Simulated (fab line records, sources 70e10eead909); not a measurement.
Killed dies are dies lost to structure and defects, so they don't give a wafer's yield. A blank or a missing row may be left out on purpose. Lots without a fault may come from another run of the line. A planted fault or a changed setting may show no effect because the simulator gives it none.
Which tool did it? | flow nand_harc | 13 lots, 39 wafers sampled, at 5 steps of a route of 1159

WHAT THE GAUGES READ, wafer by wafer
NHARC_A_CONTACT_CD_MEAS_42: target cd 200 nm.
lot  | measured     | on        | cd_nm (nm)
L257 | day 16 13:59 | cd_sem-03 | 199.8 200.0 199.3
L258 | day 17 04:46 | cd_sem-01 | 199.6 201.2 201.0
L256 | day 17 08:31 | cd_sem-03 | 198.7 199.8 199.5
L260 | day 17 22:02 | cd_sem-03 | 198.7 199.7 200.2
L261 | day 18 00:50 | cd_sem-03 | 199.7 200.5 198.9
L262 | day 18 13:52 | cd_sem-01 | 199.5 200.2 200.7
L263 | day 18 14:02 | cd_sem-02 | 200.3 200.3 200.0
L265 | day 18 23:44 | cd_sem-02 | 200.2 200.4 199.8
L270 | day 20 00:00 | cd_sem-02 | 200.8 199.7 200.3
L268 | day 20 03:53 | cd_sem-02 | 199.8 200.1 198.7
L271 | day 20 11:40 | cd_sem-01 | 200.3 199.2 200.0
L276 | day 21 11:42 | cd_sem-03 | 200.1 199.8 200.0
L277 | day 21 15:07 | cd_sem-02 | 199.7 199.6 200.8

NHARC_A_CONTACT_OVL_MEAS_43.
lot  | measured     | on         | overlay_x_nm (nm) | overlay_y_nm (nm)
L257 | day 16 14:04 | overlay-02 | 0.6 1.6 1.5       | 0.0 -0.1 0.4
L258 | day 17 04:52 | overlay-02 | 0.4 0.6 0.3       | 0.5 0.4 0.0
L256 | day 17 08:37 | overlay-02 | -0.7 -0.3 0.1     | 0.4 0.5 0.4
L260 | day 17 22:07 | overlay-02 | 0.3 -0.1 -0.2     | 0.4 -0.2 -0.2
L261 | day 18 00:56 | overlay-01 | 0.3 0.3 0.9       | -1.4 -1.5 -1.6
L262 | day 18 13:57 | overlay-02 | -0.8 -0.8 -1.0    | -0.8 -0.7 -0.5
L263 | day 18 14:08 | overlay-02 | 0.8 0.6 0.7       | 0.1 -0.3 0.1
L265 | day 18 23:49 | overlay-02 | 1.2 0.6 0.8       | -0.8 -0.4 -0.2
L270 | day 20 00:05 | overlay-02 | 0.0 -0.9 -0.3     | 0.8 0.8 1.0
L268 | day 20 03:58 | overlay-02 | 0.6 0.1 -0.4      | 0.2 0.0 0.6
L271 | day 20 11:46 | overlay-01 | -0.4 -0.5 -1.0    | -0.4 0.0 -0.4
L276 | day 21 11:47 | overlay-01 | -0.8 -1.4 -1.0    | 1.6 1.2 1.3
L277 | day 21 15:12 | overlay-02 | 0.1 -0.7 0.0      | -1.7 -1.0 -0.8

NHARC_END_SORT_01.
lot  | measured     | on        | killed_at_array | killed_at_other | killed_at_periphery | killed_dies | killed_open | killed_short
L262 | day 21 11:39 | prober-02 | 18 16 24        | 1 0 0           | 1 4 2               | 20 20 26    | 1 5 3       | 2 3 2

WHICH TOOL RAN EACH LOT (tool, then ch and the chambers of the sampled wafers, then the start)
lot  | NHARC_A_CONTACT_ETCH_49            | NHARC_A_CONTACT_ETCH_117
L257 | rie_diel-03 ch 0,1,3, day 16 14:23 | har_cap_etch-02 ch 0,1, day 16 16:30
L258 | rie_diel-12 ch 1,2,3, day 17 05:08 | har_cap_etch-01 ch 0,1, day 17 06:53
L256 | rie_diel-11 ch 1,2,3, day 17 09:07 | har_cap_etch-01 ch 0, day 17 10:50
L260 | rie_diel-12 ch 0,2, day 17 22:26   | har_cap_etch-03 ch 0,1, day 18 00:11
L261 | rie_diel-03 ch 0,1,3, day 18 01:13 | har_cap_etch-02 ch 0,1, day 18 02:58
L262 | rie_diel-03 ch 1,2, day 18 14:13   | har_cap_etch-03 ch 0,1, day 18 15:58
L263 | rie_diel-11 ch 1,2,3, day 18 14:39 | har_cap_etch-02 ch 0,1, day 18 16:22
L265 | rie_diel-11 ch 1,2,3, day 19 00:16 | har_cap_etch-02 ch 0, day 19 02:03
L270 | rie_diel-11 ch 0,3, day 20 00:24   | har_cap_etch-03 ch 0,1, day 20 02:09
L268 | rie_diel-11 ch 0,1, day 20 04:14   | har_cap_etch-02 ch 0,1, day 20 05:59
L271 | rie_diel-12 ch 0,1,2, day 20 12:10 | har_cap_etch-03 ch 0,1, day 20 13:49
L276 | rie_diel-03 ch 0,1, day 21 12:23   | har_cap_etch-02 ch 0,1, day 21 14:37
L277 | rie_diel-12 ch 0,1, day 21 15:30   | har_cap_etch-01 ch 1, day 21 17:14
- NHARC_A_CONTACT_ETCH_49: etches the open film in N2/H2, target depth 260 nm, time 475.3 s.
- NHARC_A_CONTACT_ETCH_117: etches the open film in C4F8/O2/Ar, time 94 s, target depth 922 nm.

WHAT THE TOOLS THEMSELVES READ (means of the sampled wafers that have a number; where no wafer has one, the mark that the record gives instead)
NHARC_A_CONTACT_ETCH_49.
lot  | tool        | drypump_motor_current_A (A) | oes_product_au (a.u.) | rf_vpp_V (V) | run_length_s (s) | showerhead_plenum_p_Torr (Torr) | throttle_valve_pct (%)
L257 | rie_diel-03 | 6.2                         | 0.999                 | 428          | 496.5            | 1.96                            | 14.169
L258 | rie_diel-12 | 5.6                         | 1.000                 | 431          | 496.8            | 2.07                            | 14.170
L256 | rie_diel-11 | 6.1                         | 1.013                 | 431          | 496.8            | 2.09                            | 14.168
L260 | rie_diel-12 | 5.8                         | 0.996                 | 430          | 496.4            | 2.04                            | 14.174
L261 | rie_diel-03 | 6.2                         | 1.011                 | 428          | 496.5            | 1.96                            | 14.180
L262 | rie_diel-03 | 5.7                         | 0.991                 | 431          | 496.5            | 2.07                            | 14.172
L263 | rie_diel-11 | 6.2                         | 1.014                 | 432          | 496.7            | 2.08                            | 14.172
L265 | rie_diel-11 | 6.1                         | 1.010                 | 432          | 496.9            | 2.08                            | 14.164
L270 | rie_diel-11 | 6.4                         | 1.005                 | 427          | 490.2            | 1.90                            | 14.163
L268 | rie_diel-11 | 5.7                         | 1.002                 | 430          | 490.0            | 2.00                            | 14.176
L271 | rie_diel-12 | 5.8                         | 1.004                 | 431          | 496.5            | 2.07                            | 14.177
L276 | rie_diel-03 | 6.0                         | 1.001                 | 427          | 496.4            | 1.93                            | 14.172
L277 | rie_diel-12 | 6.0                         | 1.000                 | 433          | 496.6            | 2.13                            | 14.166

THE ANSWER, worked out from the rows above alone
Rule: what is usual is taken from the lots themselves. Put in order of their means at a reading, lots are off if they are a third of the lots or fewer, leave a main group of 4 or more, and stand apart from it by a gap of 3 or more times the standard deviation of the main group's means; of several such gaps the widest counts. A main group whose means are all the same, to the digits that the tables above print for the reading, isn't used. A lot without any number at a reading at which 4 lots or more have one is off too. The other lots that the step has rows for count as sound. The gauges are gone through in route order, then the tools' own readings, and for those a lot's mean is taken as printed above. The first step at which some lot is off is used, and at that step the reading that is off furthest; a lot without a number counts as furthest.
Off: L270, L268, at NHARC_A_CONTACT_ETCH_49 (run_length_s). The main group: mean 496.6 s, standard deviation 0.17.
A tool fits if, at that step or a process step before it, it ran every lot that is off, and no sound lot after the first of them. One fits: rie_diel-11 at NHARC_A_CONTACT_ETCH_49. Its last sound lot is L265 (day 19 00:16), its first lot that is off L270 (day 20 00:24): a fault that began between those two fits.
The tool's own readings at NHARC_A_CONTACT_ETCH_49 bear it out: on the lots that are off they differ by more than 5 times the standard deviation of the sound lots' means. run_length_s reads 490.1 s there against 496.6 s on the sound lots.

WHAT THE SIMULATOR HAD PUT IN
Process parameter drift: rie_diel-11, from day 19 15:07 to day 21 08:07, at NHARC_A_CONTACT_ETCH_49. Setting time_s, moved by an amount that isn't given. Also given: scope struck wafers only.
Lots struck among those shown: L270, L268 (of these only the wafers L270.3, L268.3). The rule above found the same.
